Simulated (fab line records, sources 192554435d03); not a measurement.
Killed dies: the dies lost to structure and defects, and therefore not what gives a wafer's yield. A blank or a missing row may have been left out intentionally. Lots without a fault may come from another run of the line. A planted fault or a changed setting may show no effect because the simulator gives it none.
What tool caused it? ; flow n5 finfet ; 72 wafers from 24 lots sampled at 4 of the route's 1938 steps

## WHAT THE GAUGES READ, wafer by wafer
N5_BEOL_M3_OCD_MEAS_38.
lot;measured;on;trench depth nm (nm)
L074;day 8 06:26;ocd-01;54.4 54.4 56.0
L075;day 8 10:01;ocd-02;55.5 56.3 53.0
L078;day 8 13:25;ocd-01;52.8 56.0 53.3
L076;day 8 13:28;ocd-02;53.1 54.2 53.6
L077;day 8 16:06;ocd-01;54.7 53.4 54.8
L080;day 8 16:08;ocd-02;56.0 55.9 56.1
L079;day 8 16:19;ocd-01;54.3 53.4 55.7
L081;day 8 19:53;ocd-02;54.9 55.2 55.7
L082;day 9 15:32;ocd-02;53.1 55.4 53.3
L083;day 9 15:24;ocd-01;52.6 55.9 52.4
L084;day 10 02:57;ocd-01;53.1 53.9 53.8
L085;day 10 15:17;ocd-02;53.3 58.3 57.2
L086;day 10 19:08;ocd-01;55.1 54.2 56.4
L088;day 11 01:46;ocd-02;55.9 56.1 55.5
L087;day 11 12:35;ocd-02;56.3 55.5 56.6
L089;day 11 12:42;ocd-02;52.7 55.7 56.6
L090;day 11 19:22;ocd-02;56.5 55.5 52.6
L092;day 11 12:35;ocd-02;54.9 53.3 55.5
L091;day 11 19:52;ocd-02;55.7 56.2 55.7
L093;day 12 03:06;ocd-02;52.8 54.4 55.8
L094;day 12 03:59;ocd-02;53.5 55.8 54.8
L096;day 12 22:26;ocd-02;53.4 54.4 56.7
L095;day 13 09:02;ocd-02;54.3 55.3 57.1
L097;day 13 17:44;ocd-01;55.4 56.2 55.6

## EACH LOT AND THE TOOL THAT RAN IT (in order: tool; ch and the chambers of the sampled wafers; start)
lot;N5_BEOL_M2_SPUTTER_86;N5_BEOL_M3_DESCUM_33;N5_BEOL_M3_TRENCH_ETCH_37
L074;pvd sputter-01, day 7 23:58;rie diel-04 ch 0,1, day 8 04:38;rie diel-05 ch 0,1,2, day 8 06:26 or earlier
L075;pvd sputter-03, day 8 04:47;rie diel-02 ch 0,1, day 8 09:09;rie diel-02 ch 0,2,3, day 8 10:01 or earlier
L078;pvd sputter-01, day 8 05:11;rie diel-05 ch 0,1,3, day 8 09:22;rie diel-02 ch 0,1,3, day 8 13:25 or earlier
L076;pvd sputter-02, day 8 05:18;rie diel-04 ch 0,2, day 8 09:38;rie diel-05 ch 0,1, day 8 13:28 or earlier
L077;pvd sputter-03, day 8 08:41;rie diel-04 ch 0,2,3, day 8 14:37;rie diel-02 ch 1,2,3, day 8 16:06 or earlier
L080;pvd sputter-01, day 8 09:24;rie diel-04 ch 1,2, day 8 14:54;rie diel-04 ch 1,2, day 8 16:08 or earlier
L079;pvd sputter-03, day 8 10:32;rie diel-02 ch 1,2, day 8 15:10;rie diel-05 ch 0,1,3, day 8 16:19 or earlier
L081;pvd sputter-02, day 8 11:53;rie diel-05 ch 0,1,3, day 8 15:48;rie diel-04 ch 0,3, day 8 19:53 or earlier
L082;pvd sputter-02, day 8 21:42;rie diel-05 ch 0,3, day 9 03:32;rie diel-05 ch 1,3, day 9 15:32 or earlier
L083;pvd sputter-02, day 9 03:52;rie diel-02 ch 0,1,3, day 9 09:04;rie diel-02 ch 0,1,3, day 9 15:24 or earlier
L084;pvd sputter-01, day 9 14:19;rie diel-05 ch 0,1,3, day 9 20:41;rie diel-02 ch 0,1, day 10 02:57 or earlier
L085;pvd sputter-03, day 10 01:55;rie diel-05 ch 0,1, day 10 07:31;rie diel-02 ch 1,2, day 10 15:17 or earlier
L086;pvd sputter-02, day 10 07:55;rie diel-04 ch 1,2, day 10 13:19;rie diel-02 ch 0,3, day 10 19:08 or earlier
L088;pvd sputter-03, day 10 20:37;rie diel-02 ch 0,1,2, day 11 00:47;rie diel-04 ch 1,2,3, day 11 01:46 or earlier
L087;pvd sputter-02, day 10 23:59;rie diel-05 ch 1,2, day 11 04:05;rie diel-04 ch 2,3, day 11 12:35 or earlier
L089;pvd sputter-01, day 11 00:02;rie diel-04 ch 1,3, day 11 04:43;rie diel-05 ch 1,2,3, day 11 12:42 or earlier
L090;pvd sputter-02, day 11 02:02;rie diel-05 ch 0,2, day 11 07:16;rie diel-02 ch 1,2,3, day 11 19:22 or earlier
L092;pvd sputter-01, day 11 03:56;rie diel-04 ch 0,2,3, day 11 08:20;rie diel-02 ch 0,3, day 11 12:35 or earlier
L091;pvd sputter-02, day 11 05:18;rie diel-02 ch 0,1, day 11 10:47;rie diel-04 ch 0,3, day 11 19:52 or earlier
L093;pvd sputter-03, day 11 14:31;rie diel-02 ch 0,1, day 11 20:49;rie diel-05 ch 0,1,3, day 12 03:06 or earlier
L094;pvd sputter-01, day 11 17:50;rie diel-04 ch 0,2,3, day 12 00:47;rie diel-04 ch 0,3, day 12 03:59 or earlier
L096;pvd sputter-02, day 12 06:20;rie diel-04 ch 1,2,3, day 12 10:39;rie diel-02 ch 1,2, day 12 22:26 or earlier
L095;pvd sputter-02, day 12 19:45;rie diel-04 ch 0,1,3, day 13 00:26;rie diel-02 ch 1,2,3, day 13 09:02 or earlier
L097;pvd sputter-01, day 13 07:04;rie diel-05 ch 0,1,3, day 13 11:02;rie diel-04 ch 2,3, day 13 17:44 or earlier
- N5_BEOL_M2_SPUTTER_86: material Cu, target thk 4.5 nm, time 8.29 s.
- N5_BEOL_M3_DESCUM_33: chemistry O2, time 7 s.
- N5_BEOL_M3_TRENCH_ETCH_37: etches SiOC in C4F6/O2, target depth 55.555 nm, time 29.2 s.

## WHAT THE TOOLS THEMSELVES READ (means of the sampled wafers that have a number; where no wafer has one, the mark that the record gives instead)
N5_BEOL_M2_SPUTTER_86.
lot;tool;throttle valve pct (%)
L074;pvd sputter-01;28.8
L075;pvd sputter-03;31.0
L078;pvd sputter-01;29.8
L076;pvd sputter-02;29.6
L077;pvd sputter-03;31.1
L080;pvd sputter-01;30.1
L079;pvd sputter-03;31.1
L081;pvd sputter-02;30.3
L082;pvd sputter-02;30.1
L083;pvd sputter-02;30.0
L084;pvd sputter-01;29.4
L085;pvd sputter-03;31.3
L086;pvd sputter-02;30.0
L088;pvd sputter-03;31.2
L087;pvd sputter-02;29.9
L089;pvd sputter-01;29.6
L090;pvd sputter-02;29.7
L092;pvd sputter-01;29.5
L091;pvd sputter-02;30.0
L093;pvd sputter-03;30.9
L094;pvd sputter-01;29.9
L096;pvd sputter-02;30.1
L095;pvd sputter-02;30.0
L097;pvd sputter-01;29.6

N5_BEOL_M3_DESCUM_33.
lot;tool;drypump motor current A (A);oes product au (a.u.);rf vpp V (V);showerhead plenum p Torr (Torr);throttle valve pct (%)
L074;rie diel-04;5.9;0.77;243.4;2.09;20.5
L075;rie diel-02;6.0;0.73;243.4;2.11;20.6
L078;rie diel-05;5.8;0.70;243.0;2.10;20.6
L076;rie diel-04;5.0;0.85;244.3;2.18;20.4
L077;rie diel-04;5.1;0.89;243.8;2.17;20.1
L080;rie diel-04;5.8;0.72;242.0;2.05;20.7
L079;rie diel-02;5.8;0.70;243.2;2.14;20.7
L081;rie diel-05;5.8;0.70;243.1;2.10;20.7
L082;rie diel-05;6.1;0.70;243.3;2.13;20.8
L083;rie diel-02;5.8;0.78;243.7;2.16;20.5
L084;rie diel-05;5.8;0.69;242.9;2.10;20.7
L085;rie diel-05;5.9;0.69;244.1;2.09;20.5
L086;rie diel-04;5.3;0.76;242.6;2.09;20.6
L088;rie diel-02;5.8;0.80;243.3;2.11;20.6
L087;rie diel-05;5.6;0.75;242.9;2.04;20.3
L089;rie diel-04;5.4;0.79;243.1;2.06;20.1
L090;rie diel-05;6.3;0.75;244.1;2.11;20.5
L092;rie diel-04;5.1;0.85;244.4;2.16;20.1
L091;rie diel-02;5.9;0.70;243.0;2.13;20.6
L093;rie diel-02;6.0;0.71;243.6;2.10;20.7
L094;rie diel-04;5.1;0.84;244.1;2.16;20.2
L096;rie diel-04;5.4;0.87;244.0;2.16;20.3
L095;rie diel-04;5.5;0.90;244.9;2.20;20.2
L097;rie diel-05;5.8;0.77;243.3;2.09;20.6

N5_BEOL_M3_TRENCH_ETCH_37.
lot;tool;drypump motor current A (A);mfc ar sccm (sccm);oes product au (a.u.);rf vpp V (V);showerhead plenum p Torr (Torr);throttle valve pct (%)
L074;rie diel-05;6.0;300.3;0.79;668;2.85;20.8
L075;rie diel-02;5.7;300.7;0.77;669;2.88;21.0
L078;rie diel-02;5.8;299.3;0.78;671;2.93;20.9
L076;rie diel-05;6.2;300.8;0.70;682;2.91;21.2
L077;rie diel-02;5.6;299.7;0.76;662;2.92;21.0
L080;rie diel-04;5.8;300.1;0.73;665;2.79;21.1
L079;rie diel-05;5.8;299.8;0.70;670;2.84;21.0
L081;rie diel-04;5.1;300.5;0.90;688;2.96;20.5
L082;rie diel-05;5.4;300.1;0.68;659;2.78;20.8
L083;rie diel-02;5.7;300.3;0.77;671;2.93;20.9
L084;rie diel-02;6.0;299.5;0.71;673;2.87;21.0
L085;rie diel-02;5.7;299.2;0.90;654;2.86;21.0
L086;rie diel-02;5.6;298.6;0.81;676;2.94;20.7
L088;rie diel-04;5.4;299.5;0.78;665;2.85;20.9
L087;rie diel-04;4.9;300.5;0.82;648;2.89;20.7
L089;rie diel-05;5.5;299.9;0.85;654;2.76;20.7
L090;rie diel-02;5.6;300.2;0.83;661;2.91;20.9
L092;rie diel-02;5.6;299.3;0.80;676;2.93;20.8
L091;rie diel-04;5.1;300.1;0.87;687;2.95;20.5
L093;rie diel-05;5.7;299.9;0.77;670;2.83;21.0
L094;rie diel-04;5.2;299.8;0.86;694;2.97;20.4
L096;rie diel-02;5.8;300.1;0.78;656;2.90;21.1
L095;rie diel-02;5.7;299.5;0.82;661;2.91;20.9
L097;rie diel-04;5.0;299.7;0.81;663;2.90;20.7

## THE ANSWER, worked out from the rows above alone
Rule: what is usual is taken from the lots themselves. Put in order of their means at a reading, lots are off if they are a third of the lots or fewer, leave a main group of 4 or more, and stand apart from it by a gap of 3 or more times the standard deviation of the main group's means; of several such gaps the widest counts. If all means in a main group match to the digits the tables above print for the reading, that group is not used. A lot without any number at a reading at which 4 lots or more have one is off too. The other lots that the step has rows for count as sound. The gauges are gone through in route order, then the tools' own readings, and for those a lot's mean is taken as printed above. At the first step where some lot is off, the reading lying furthest off is the one used; lots without a number count as furthest.
Nothing can be told from this: no lot is off at any reading shown.

## WHAT HAD BEEN PUT IN BY THE SIMULATOR
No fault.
